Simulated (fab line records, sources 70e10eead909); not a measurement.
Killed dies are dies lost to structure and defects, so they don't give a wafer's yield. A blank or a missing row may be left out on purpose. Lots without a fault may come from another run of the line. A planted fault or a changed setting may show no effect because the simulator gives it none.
Problem report in the 8D (eight disciplines) form, filled by code | flow nand_harc | the parts of the form that need people (team, actions taken, sign-off) are left out

1. THE PROBLEM
cd_nm at NHARC_A_CONTACT_CD_MEAS_69 reads a mean of 314.4 nm on 6 wafers of 2 lots; wafers without a fault read 300.0 nm with a standard deviation of 0.7. That is +21 standard deviations from the usual mean.
The step: target cd 300 nm.
First seen on wafer L150.3, day 26 01:00, on cd_sem-03. The record holds 33 wafers of 11 lots with a number at this step. Rule for "out", or "out of limits": more than 4 standard deviations from the usual mean. The other wafers with a number count as sound.

2. WHAT IT IS AND WHAT IT IS NOT
question                    | is                     | is not
which readings at this step | cd_nm                  | -
which lots                  | L150, L153             | L141, L142, L143, L145, L149, L156, L157, L159, L160
which wafers of those lots  | all that have a number | -
read on which gauges        | cd_sem-03              | cd_sem-01, cd_sem-02
when                        | from day 26 01:00      | up to then (15 sound wafers); but 12 sound wafers of L156, L157, L159, L160 came after

3. SUSPECTS, AND WHAT RULES EACH OUT
Counting: a tool at a process step up to the reading stays a suspect if it ran every lot that is out and no sound lot after the first of them.
- the gauge at NHARC_A_CONTACT_CD_MEAS_69: ruled out. All the wafers that are out were read on cd_sem-03, but those of them that NHARC_A_CONTACT_EXPOSE_66 has rows for are out there too, on other tools.
- arfi_scanner-02 at NHARC_A_CONTACT_EXPOSE_66 (exposes mask A CC 2): kept. It ran every lot that is out, first L150 (day 26 00:52), and no sound lot after that; its last sound lot up to then is L145 (day 24 15:10). Its own readings are out on those wafers: exposure_dose_mJ_cm2.
Left after counting: arfi_scanner-02 at NHARC_A_CONTACT_EXPOSE_66.

4. THE CAUSE (what the simulator had put in)
Process parameter drift: arfi_scanner-02, from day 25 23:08 on, at NHARC_A_CONTACT_EXPOSE_66. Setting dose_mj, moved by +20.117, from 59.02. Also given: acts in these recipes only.
Counting left only this tool.

5. THE CHAIN OF EFFECTS, in route order
Each row: a reading whose mean over the struck wafers that have a number lies more than 3 standard deviations from the usual. Only readings for which the record gives a usual standard deviation are gone through. hours: the time from each lot's start at the first step in this table that gives one to its start at this step, as a median over the lots. sigmas: the change in usual standard deviations.
hours | step                       | reading              | usual    | on struck wafers | change | sigmas
0     | NHARC_A_CONTACT_EXPOSE_66  | exposure_dose_mJ_cm2 | 59.02    | 77.08            | +18.06 | +99 or more
0     | NHARC_A_CONTACT_CD_MEAS_69 | cd_nm                | 300.0 nm | 314.4            | +14.4  | +21
The process steps in it:
- NHARC_A_CONTACT_EXPOSE_66: exposes mask A CC 2.

6. WHAT WOULD HAVE CAUGHT IT SOONER
In this record the first reading out of limits at a measuring or inspecting step was taken at day 26 01:00, 2 hours after the fault began at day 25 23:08.
The tool's own readings at NHARC_A_CONTACT_EXPOSE_66 were out on every struck wafer that the step has a row for (exposure_dose_mJ_cm2): an alarm limit on them would have fired on the first of those.
Of the lots that are out (2), L153 began NHARC_A_CONTACT_EXPOSE_66 on arfi_scanner-02 after day 26 01:00. A hold on the tool at that time would have spared it.
